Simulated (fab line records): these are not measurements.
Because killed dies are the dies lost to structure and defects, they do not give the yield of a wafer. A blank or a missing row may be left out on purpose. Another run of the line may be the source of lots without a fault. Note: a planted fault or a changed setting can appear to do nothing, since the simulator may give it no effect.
Matching of chambers | flow nandHarc | NHARC_A_BONDPAD_DESCUM_11 on rieDiel-13 has 4 sister chambers
The step chemistry O2, time 3 s. 20 wafers are shown with their chamber, then 10 later ones without.

WAFERS WITH THEIR CHAMBER
wafer  | chamber | showerheadPlenumPTorr (Torr) | drypumpMotorCurrentA (A) | throttleValvePct (%)
L075.3 | 2       | 1.97                         | 6.0                      | 11.318
L075.4 | 3       | 1.91                         | 5.4                      | 11.314
L075.5 | 0       | 1.89                         | 5.7                      | 11.290
L074.1 | 2       | 1.97                         | 6.0                      | 11.299
L074.4 | 1       | 1.86                         | 5.4                      | 11.329
L074.6 | 1       | 1.86                         | 5.4                      | 11.326
L077.2 | 2       | 1.97                         | 6.0                      | 11.320
L077.3 | 3       | 1.91                         | 5.3                      | 11.296
L077.4 | 0       | 1.88                         | 5.7                      | 11.300
L078.3 | 0       | 1.88                         | 5.7                      | 11.297
L078.4 | 2       | 1.97                         | 6.0                      | 11.293
L078.6 | 1       | 1.86                         | 5.4                      | 11.313
L082.3 | 3       | 1.91                         | 5.3                      | 11.296
L082.4 | 2       | 1.97                         | 6.0                      | 11.317
L082.6 | 0       | 1.88                         | 5.7                      | 11.301
L085.1 | 1       | 1.85                         | 5.4                      | 11.315
L085.3 | 0       | 1.88                         | 5.7                      | 11.303
L085.4 | 3       | 1.91                         | 5.4                      | 11.301
L088.2 | 2       | 1.97                         | 6.1                      | 11.308
L088.3 | 1       | 1.85                         | 5.4                      | 11.304

SIGNATURES, as means of the wafers listed above
reading               | chamber 0 | chamber 1 | chamber 2 | chamber 3 | scatter within a chamber
showerheadPlenumPTorr | 1.8820    | 1.8560    | 1.9700    | 1.9100    | 0.00354
drypumpMotorCurrentA  | 5.700     | 5.400     | 6.017     | 5.350     | 0.0339
throttleValvePct      | 11.29820  | 11.31740  | 11.30917  | 11.30175  | 0.0092
Rule: distance of a wafer from a chamber = root of the sum over the readings of ((wafer's reading minus chamber's mean) / reading's scatter) squared. The wafer belongs to the nearest chamber; if the next one is less than 2 further off, it can't be placed. The scatter is the square root of a quotient: the sum, over the shown wafers, of each reading's squared deviation from its chamber's mean, divided by wafers minus chambers.

WAFERS MISSING THEIR CHAMBER
wafer  | showerheadPlenumPTorr (Torr) | drypumpMotorCurrentA (A) | throttleValvePct (%)
L088.6 | 1.91                         | 5.4                      | 11.310
L087.1 | 1.85                         | 5.4                      | 11.316
L087.2 | 1.97                         | 6.0                      | 11.304
L087.4 | 1.91                         | 5.4                      | 11.307
L090.1 | 1.88                         | 5.7                      | 11.297
L090.3 | 1.85                         | 5.4                      | 11.322
L090.5 | 1.85                         | 5.4                      | 11.320
L097.1 | 1.87                         | 5.7                      | 11.318
L097.4 | 1.90                         | 5.3                      | 11.306
L097.5 | 1.90                         | 5.4                      | 11.299

WHICH CHAMBER EACH WENT THROUGH
wafer  | from the rows above | in truth
L088.6 | 3                   | 3
L087.1 | 1                   | 1
L087.2 | 2                   | 2
L087.4 | 3                   | 3
L090.1 | 0                   | 0
L090.3 | 1                   | 1
L090.5 | 1                   | 1
L097.1 | 0                   | 0
L097.4 | 3                   | 3
L097.5 | 3                   | 3
Placed correctly: 10 of 10. Can't be placed from these rows: 0. 0 placed wrongly.
